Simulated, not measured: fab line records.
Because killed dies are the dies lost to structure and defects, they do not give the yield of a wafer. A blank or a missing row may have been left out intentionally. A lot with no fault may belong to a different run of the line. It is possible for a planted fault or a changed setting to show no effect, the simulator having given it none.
Which tool is to blame? :: flow nand harc :: 33 wafers from 11 lots sampled at 5 of the route's 1302 steps

== WHAT THE GAUGES READ, wafer by wafer ==
NHARC_THIN_TSV_CD_MEAS_33: target cd 5000 nm. Usual: cd nm at 5000.3 nm, with a standard deviation of 2.4.
lot: L629
measured: day 25 16:10
on: cd sem-03
cd nm (nm): 5001.4 4993.4 5000.0
flag: 

lot: L632
measured: day 26 15:19
on: cd sem-01
cd nm (nm): 4998.6 5002.1 5002.9
flag: 

lot: L633
measured: day 26 13:53
on: cd sem-03
cd nm (nm): 4999.5 5002.4 5001.9
flag: 

lot: L634
measured: day 27 23:29
on: cd sem-02
cd nm (nm): 5000.8 4999.3 5000.3
flag: 

lot: L635
measured: day 28 10:44
on: cd sem-01
cd nm (nm): 5000.1 5000.3 5001.3
flag: 

lot: L636
measured: day 28 21:45
on: cd sem-01
cd nm (nm): 5001.2 5003.6 5002.3
flag: 

lot: L637
measured: day 28 22:15
on: cd sem-01
cd nm (nm): 5002.2 4998.7 5001.3
flag: 

lot: L638
measured: day 29 22:50
on: cd sem-03
cd nm (nm): 5002.3 4999.5 5000.6
flag: 

lot: L639
measured: day 30 11:35
on: cd sem-01
cd nm (nm): 4998.3 4999.9 5001.8
flag: 

lot: L645
measured: day 32 18:54
on: cd sem-01
cd nm (nm): 5002.2 4997.1 4998.1
flag: 

lot: L647
measured: day 32 21:38
on: cd sem-01
cd nm (nm): 5001.2 5002.8 5002.1
flag: 

NHARC_END_SORT_01. Usual: for defect limited yield, 90 % with a standard deviation of 3.4; for killed at array, 61 with a standard deviation of 24; for killed at other, 1.2 with a standard deviation of 1.3; for killed at periphery, 3.7 with a standard deviation of 2.6; for killed dies, 66 with a standard deviation of 23; for killed open, 3.3 with a standard deviation of 1.8; for killed short, 2.4 with a standard deviation of 1.6.
lot: L632
measured: day 27 06:35
on: prober-02
defect limited yield (%): 91 91 90
killed at array: 46 58 66
killed at other: 1 1 0
killed at periphery: 14 4 1
killed dies: 61 63 67
killed open: 7 2 4
killed short: 1 4 4
flag: 

lot: L633
measured: day 26 22:04
on: prober-01
defect limited yield (%): 82 83 83
killed at array: 117 107 106
killed at other: 0 1 0
killed at periphery: 8 7 6
killed dies: 125 115 112
killed open: 2 3 3
killed short: 6 5 6
flag: 

lot: L634
measured: day 28 09:17
on: prober-01
defect limited yield (%): 91 91 92
killed at array: 56 57 52
killed at other: 0 3 1
killed at periphery: 3 3 4
killed dies: 59 63 57
killed open: 2 2 5
killed short: 3 1 1
flag: 

lot: L635
measured: day 28 21:35
on: prober-02
defect limited yield (%): 86 87 87
killed at array: 95 87 82
killed at other: 0 0 1
killed at periphery: 3 2 2
killed dies: 98 89 85
killed open: 4 1 4
killed short: 5 1 1
flag: 

lot: L636
measured: day 29 07:17
on: prober-01
defect limited yield (%): 86 87 85
killed at array: 89 82 95
killed at other: 0 0 1
killed at periphery: 3 6 5
killed dies: 92 88 101
killed open: 4 6 2
killed short: 3 4 6
flag: 

lot: L645
measured: day 33 04:23
on: prober-02
defect limited yield (%): 79 80 80
killed at array: 83 70 83
killed at other: 0 2 2
killed at periphery: 59 63 50
killed dies: 142 135 135
killed open: 3 3 1
killed short: 0 0 2
flag: OFF

lot: L647
measured: day 33 13:04
on: prober-02
defect limited yield (%): 88 84 88
killed at array: 34 24 28
killed at other: 2 2 1
killed at periphery: 43 79 54
killed dies: 79 105 83
killed open: 5 6 3
killed short: 2 1 3
flag: OFF

== TOOL THAT RAN EACH LOT (tool first, then ch and the chambers of the sampled wafers, then the start) ==
lot: L629
NHARC_P_M1_STRIP_18: rie diel-09 ch 1,2,3, day 8 05:40
NHARC_THIN_TSV_DESCUM_35: rie diel-07 ch 1,2,3, day 25 16:19
NHARC_THIN_TSV_ETCH_59: rie metal-01 ch 0,1, day 25 16:31

lot: L632
NHARC_P_M1_STRIP_18: rie diel-09 ch 0,1,2, day 9 09:38
NHARC_THIN_TSV_DESCUM_35: rie diel-05 ch 1,2,3, day 26 15:28
NHARC_THIN_TSV_ETCH_59: rie metal-02 ch 0, day 26 15:35

lot: L633
NHARC_P_M1_STRIP_18: rie diel-08 ch 0,1, day 9 11:53
NHARC_THIN_TSV_DESCUM_35: rie diel-09 ch 0,1, day 26 14:03
NHARC_THIN_TSV_ETCH_59: rie metal-03 ch 0,1, day 26 14:11

lot: L634
NHARC_P_M1_STRIP_18: rie diel-08 ch 0,1,3, day 10 08:32
NHARC_THIN_TSV_DESCUM_35: rie diel-05 ch 0,2, day 27 23:38
NHARC_THIN_TSV_ETCH_59: rie metal-02 ch 0,1, day 27 23:46

lot: L635
NHARC_P_M1_STRIP_18: rie diel-09 ch 0,1,2, day 10 12:00
NHARC_THIN_TSV_DESCUM_35: rie diel-07 ch 1,2,3, day 28 10:54
NHARC_THIN_TSV_ETCH_59: rie metal-03 ch 0,1, day 28 11:04

lot: L636
NHARC_P_M1_STRIP_18: rie diel-09 ch 0,2, day 11 00:51
NHARC_THIN_TSV_DESCUM_35: rie diel-05 ch 0,3, day 28 21:56
NHARC_THIN_TSV_ETCH_59: rie metal-03 ch 0, day 28 22:04

lot: L637
NHARC_P_M1_STRIP_18: rie diel-09 ch 0,1,2, day 11 04:32
NHARC_THIN_TSV_DESCUM_35: rie diel-09 ch 0,1,2, day 28 22:25
NHARC_THIN_TSV_ETCH_59: rie metal-02 ch 0,1, day 28 22:34

lot: L638
NHARC_P_M1_STRIP_18: rie diel-08 ch 0,1,3, day 12 02:13
NHARC_THIN_TSV_DESCUM_35: rie diel-09 ch 0,2, day 29 22:59
NHARC_THIN_TSV_ETCH_59: rie metal-01 ch 0,1, day 29 23:09

lot: L639
NHARC_P_M1_STRIP_18: rie diel-09 ch 1,3, day 12 14:04
NHARC_THIN_TSV_DESCUM_35: rie diel-09 ch 0,1,3, day 30 11:47
NHARC_THIN_TSV_ETCH_59: rie metal-03 ch 0,1, day 30 11:53

lot: L645
NHARC_P_M1_STRIP_18: rie diel-09 ch 1,2,3, day 15 06:04
NHARC_THIN_TSV_DESCUM_35: rie diel-09 ch 1,2,3, day 32 19:05
NHARC_THIN_TSV_ETCH_59: rie metal-03 ch 0,1, day 32 19:14

lot: L647
NHARC_P_M1_STRIP_18: rie diel-09 ch 0,2,3, day 15 07:52
NHARC_THIN_TSV_DESCUM_35: rie diel-09 ch 0,2,3, day 32 21:47
NHARC_THIN_TSV_ETCH_59: rie metal-01 ch 0,1, day 32 21:55
- NHARC_P_M1_STRIP_18: strips in N2/H2.
- NHARC_THIN_TSV_DESCUM_35: chemistry O2, time 3 s.
- NHARC_THIN_TSV_ETCH_59: etches the open film in Cl2/BCl3, target depth 880 nm, time 138.1 s.

== AS READ BY THE TOOLS THEMSELVES (means over the sampled wafers that have a number; for cases with no such wafer, the mark the record gives instead) ==
NHARC_P_M1_STRIP_18. Usual: for chamber pressure mTorr, 29.998 mTorr with a standard deviation of 0.027; for drypump motor current A, 5.7 A with a standard deviation of 0.44; for mfc ar sccm, 0.016 sccm with a standard deviation of 0.014; for oes product au, 0.992 a.u. with a standard deviation of 0.014; for rf vpp V, 90.6 V with a standard deviation of 1; for showerhead plenum p Torr, 2.02 Torr with a standard deviation of 0.092; for throttle valve pct, 14.171 % with a standard deviation of 0.0084.
lot: L629
tool: rie diel-09
chamber pressure mTorr (mTorr): 29.995
drypump motor current A (A): 5.6
mfc ar sccm (sccm): 0.022
oes product au (a.u.): 0.999
rf vpp V (V): 91.1
showerhead plenum p Torr (Torr): 2.02
throttle valve pct (%): 14.165
flag: 

lot: L632
tool: rie diel-09
chamber pressure mTorr (mTorr): 30.025
drypump motor current A (A): 5.8
mfc ar sccm (sccm): 0.009
oes product au (a.u.): 1.002
rf vpp V (V): 90.5
showerhead plenum p Torr (Torr): 1.96
throttle valve pct (%): 14.171
flag: 

lot: L633
tool: rie diel-08
chamber pressure mTorr (mTorr): 29.986
drypump motor current A (A): 5.1
mfc ar sccm (sccm): 0.005
oes product au (a.u.): 0.991
rf vpp V (V): 90.6
showerhead plenum p Torr (Torr): 2.01
throttle valve pct (%): 14.172
flag: 

lot: L634
tool: rie diel-08
chamber pressure mTorr (mTorr): 30.014
drypump motor current A (A): 5.3
mfc ar sccm (sccm): 0.017
oes product au (a.u.): 0.990
rf vpp V (V): 90.6
showerhead plenum p Torr (Torr): 2.00
throttle valve pct (%): 14.179
flag: 

lot: L635
tool: rie diel-09
chamber pressure mTorr (mTorr): 29.988
drypump motor current A (A): 5.8
mfc ar sccm (sccm): 0.009
oes product au (a.u.): 0.992
rf vpp V (V): 89.9
showerhead plenum p Torr (Torr): 1.96
throttle valve pct (%): 14.179
flag: 

lot: L636
tool: rie diel-09
chamber pressure mTorr (mTorr): 29.985
drypump motor current A (A): 6.0
mfc ar sccm (sccm): 0.017
oes product au (a.u.): 0.978
rf vpp V (V): 90.6
showerhead plenum p Torr (Torr): 1.99
throttle valve pct (%): 14.175
flag: 

lot: L637
tool: rie diel-09
chamber pressure mTorr (mTorr): 30.000
drypump motor current A (A): 5.8
mfc ar sccm (sccm): 0.009
oes product au (a.u.): 0.993
rf vpp V (V): 89.2
showerhead plenum p Torr (Torr): 1.95
throttle valve pct (%): 14.175
flag: 

lot: L638
tool: rie diel-08
chamber pressure mTorr (mTorr): 30.001
drypump motor current A (A): 5.3
mfc ar sccm (sccm): 0.017
oes product au (a.u.): 0.989
rf vpp V (V): 90.7
showerhead plenum p Torr (Torr): 2.00
throttle valve pct (%): 14.169
flag: 

lot: L639
tool: rie diel-09
chamber pressure mTorr (mTorr): 29.997
drypump motor current A (A): 5.4
mfc ar sccm (sccm): 0.014
oes product au (a.u.): 0.984
rf vpp V (V): 91.0
showerhead plenum p Torr (Torr): 1.98
throttle valve pct (%): 14.179
flag: 

lot: L645
tool: rie diel-09
chamber pressure mTorr (mTorr): 30.018
drypump motor current A (A): 5.6
mfc ar sccm (sccm): 0.022
oes product au (a.u.): 1.000
rf vpp V (V): 90.7
showerhead plenum p Torr (Torr): 2.01
throttle valve pct (%): 14.161
flag: 

lot: L647
tool: rie diel-09
chamber pressure mTorr (mTorr): 29.992
drypump motor current A (A): 6.0
mfc ar sccm (sccm): 0.021
oes product au (a.u.): 1.005
rf vpp V (V): 91.2
showerhead plenum p Torr (Torr): 2.04
throttle valve pct (%): 14.173
flag: 

NHARC_THIN_TSV_DESCUM_35. Usual: for chamber pressure mTorr, 60.00 mTorr with a standard deviation of 0.057; for drypump motor current A, 5.8 A with a standard deviation of 0.44; for mfc ar sccm, 0.012 sccm with a standard deviation of 0.014; for oes product au, 0.997 a.u. with a standard deviation of 0.014; for rf vpp V, 57.6 V with a standard deviation of 0.86; for showerhead plenum p Torr, 1.88 Torr with a standard deviation of 0.085; for throttle valve pct, 11.311 % with a standard deviation of 0.009.
lot: L629
tool: rie diel-07
chamber pressure mTorr (mTorr): 59.98
drypump motor current A (A): 6.0
mfc ar sccm (sccm): 0.007
oes product au (a.u.): 0.989
rf vpp V (V): 57.7
showerhead plenum p Torr (Torr): 1.89
throttle valve pct (%): 11.314
flag: 

lot: L632
tool: rie diel-05
chamber pressure mTorr (mTorr): 59.98
drypump motor current A (A): 6.1
mfc ar sccm (sccm): 0.002
oes product au (a.u.): 0.990
rf vpp V (V): 57.9
showerhead plenum p Torr (Torr): 1.90
throttle valve pct (%): 11.312
flag: 

lot: L633
tool: rie diel-09
chamber pressure mTorr (mTorr): 59.99
drypump motor current A (A): 5.6
mfc ar sccm (sccm): 0.001
oes product au (a.u.): 1.009
rf vpp V (V): 57.8
showerhead plenum p Torr (Torr): 1.80
throttle valve pct (%): 11.310
flag: 

lot: L634
tool: rie diel-05
chamber pressure mTorr (mTorr): 60.00
drypump motor current A (A): 5.7
mfc ar sccm (sccm): 0.010
oes product au (a.u.): 0.998
rf vpp V (V): 57.5
showerhead plenum p Torr (Torr): 1.90
throttle valve pct (%): 11.304
flag: 

lot: L635
tool: rie diel-07
chamber pressure mTorr (mTorr): 59.97
drypump motor current A (A): 5.9
mfc ar sccm (sccm): 0.007
oes product au (a.u.): 1.009
rf vpp V (V): 57.4
showerhead plenum p Torr (Torr): 1.89
throttle valve pct (%): 11.308
flag: 

lot: L636
tool: rie diel-05
chamber pressure mTorr (mTorr): 59.99
drypump motor current A (A): 5.6
mfc ar sccm (sccm): 0.010
oes product au (a.u.): 0.998
rf vpp V (V): 57.6
showerhead plenum p Torr (Torr): 1.95
throttle valve pct (%): 11.316
flag: 

lot: L637
tool: rie diel-09
chamber pressure mTorr (mTorr): 60.01
drypump motor current A (A): 5.8
mfc ar sccm (sccm): 0.009
oes product au (a.u.): 1.004
rf vpp V (V): 56.6
showerhead plenum p Torr (Torr): 1.83
throttle valve pct (%): 11.308
flag: 

lot: L638
tool: rie diel-09
chamber pressure mTorr (mTorr): 59.93
drypump motor current A (A): 5.9
mfc ar sccm (sccm): 0.017
oes product au (a.u.): 0.998
rf vpp V (V): 57.8
showerhead plenum p Torr (Torr): 1.86
throttle valve pct (%): 11.311
flag: 

lot: L639
tool: rie diel-09
chamber pressure mTorr (mTorr): 60.06
drypump motor current A (A): 5.9
mfc ar sccm (sccm): 0.013
oes product au (a.u.): 1.004
rf vpp V (V): 58.0
showerhead plenum p Torr (Torr): 1.88
throttle valve pct (%): 11.319
flag: 

lot: L645
tool: rie diel-09
chamber pressure mTorr (mTorr): 60.00
drypump motor current A (A): 5.6
mfc ar sccm (sccm): 0.022
oes product au (a.u.): 1.005
rf vpp V (V): 57.7
showerhead plenum p Torr (Torr): 1.88
throttle valve pct (%): 11.310
flag: 

lot: L647
tool: rie diel-09
chamber pressure mTorr (mTorr): 60.00
drypump motor current A (A): 6.0
mfc ar sccm (sccm): 0.021
oes product au (a.u.): 0.998
rf vpp V (V): 58.3
showerhead plenum p Torr (Torr): 1.91
throttle valve pct (%): 11.306
flag: 

NHARC_THIN_TSV_ETCH_59. Usual: bias w 100.01 W, standard deviation 0.28; chamber pressure mTorr 10.000 mTorr, standard deviation 0.0088; drypump motor current A 5.9 A, standard deviation 0.35; oes product au 0.993 a.u., standard deviation 0.015; throttle valve pct 22.265 %, standard deviation 0.0087.
lot: L629
tool: rie metal-01
bias w (W): 99.89
chamber pressure mTorr (mTorr): 10.007
drypump motor current A (A): 6.0
oes product au (a.u.): 0.998
throttle valve pct (%): 22.258
flag: 

lot: L632
tool: rie metal-02
bias w (W): 99.96
chamber pressure mTorr (mTorr): 10.011
drypump motor current A (A): 6.0
oes product au (a.u.): 1.009
throttle valve pct (%): 22.271
flag: 

lot: L633
tool: rie metal-03
bias w (W): 100.18
chamber pressure mTorr (mTorr): 9.993
drypump motor current A (A): 6.1
oes product au (a.u.): 0.983
throttle valve pct (%): 22.273
flag: 

lot: L634
tool: rie metal-02
bias w (W): 100.26
chamber pressure mTorr (mTorr): 10.008
drypump motor current A (A): 5.8
oes product au (a.u.): 1.006
throttle valve pct (%): 22.268
flag: 

lot: L635
tool: rie metal-03
bias w (W): 100.01
chamber pressure mTorr (mTorr): 10.001
drypump motor current A (A): 5.8
oes product au (a.u.): 0.985
throttle valve pct (%): 22.264
flag: 

lot: L636
tool: rie metal-03
bias w (W): 100.01
chamber pressure mTorr (mTorr): 10.003
drypump motor current A (A): 5.6
oes product au (a.u.): 0.992
throttle valve pct (%): 22.258
flag: 

lot: L637
tool: rie metal-02
bias w (W): 99.81
chamber pressure mTorr (mTorr): 9.991
drypump motor current A (A): 5.8
oes product au (a.u.): 0.997
throttle valve pct (%): 22.263
flag: 

lot: L638
tool: rie metal-01
bias w (W): 100.25
chamber pressure mTorr (mTorr): 10.001
drypump motor current A (A): 5.9
oes product au (a.u.): 0.993
throttle valve pct (%): 22.270
flag: 

lot: L639
tool: rie metal-03
bias w (W): 100.05
chamber pressure mTorr (mTorr): 9.992
drypump motor current A (A): 6.1
oes product au (a.u.): 0.974
throttle valve pct (%): 22.267
flag: 

lot: L645
tool: rie metal-03
bias w (W): 99.89
chamber pressure mTorr (mTorr): 9.992
drypump motor current A (A): 5.8
oes product au (a.u.): 0.989
throttle valve pct (%): 22.272
flag: 

lot: L647
tool: rie metal-01
bias w (W): 99.97
chamber pressure mTorr (mTorr): 10.001
drypump motor current A (A): 6.0
oes product au (a.u.): 0.982
throttle valve pct (%): 22.270
flag: 

== THE ANSWER, worked out from the rows above alone ==
Rule: a lot counts as off when the mean over its wafers that have a number is more than 3 standard deviations away from the usual mean. A lot without any number at a reading at which 4 lots or more have one is off too. All remaining lots with rows at the step are treated as sound. The gauges are gone through in route order, then the tools' own readings, and for those a lot's mean is taken as printed above. The first step at which some lot is off is used, and at that step the reading that is off furthest; a lot without a number counts as furthest.
Off: L645, L647, at NHARC_END_SORT_01 (killed at periphery). Neither off nor sound, because the step has no rows for them: L629, L637, L638, L639.
A tool fits if, at a process step before that reading, it ran every lot that is off, and no sound lot after the first of them. The gauges at NHARC_END_SORT_01 are tried like those tools. 2 tools fit, rie diel-09 at NHARC_P_M1_STRIP_18 and NHARC_THIN_TSV_DESCUM_35 and prober-02 at NHARC_END_SORT_01, so this cannot tell which one it is.

== WHAT WAS PUT IN BY THE SIMULATOR ==
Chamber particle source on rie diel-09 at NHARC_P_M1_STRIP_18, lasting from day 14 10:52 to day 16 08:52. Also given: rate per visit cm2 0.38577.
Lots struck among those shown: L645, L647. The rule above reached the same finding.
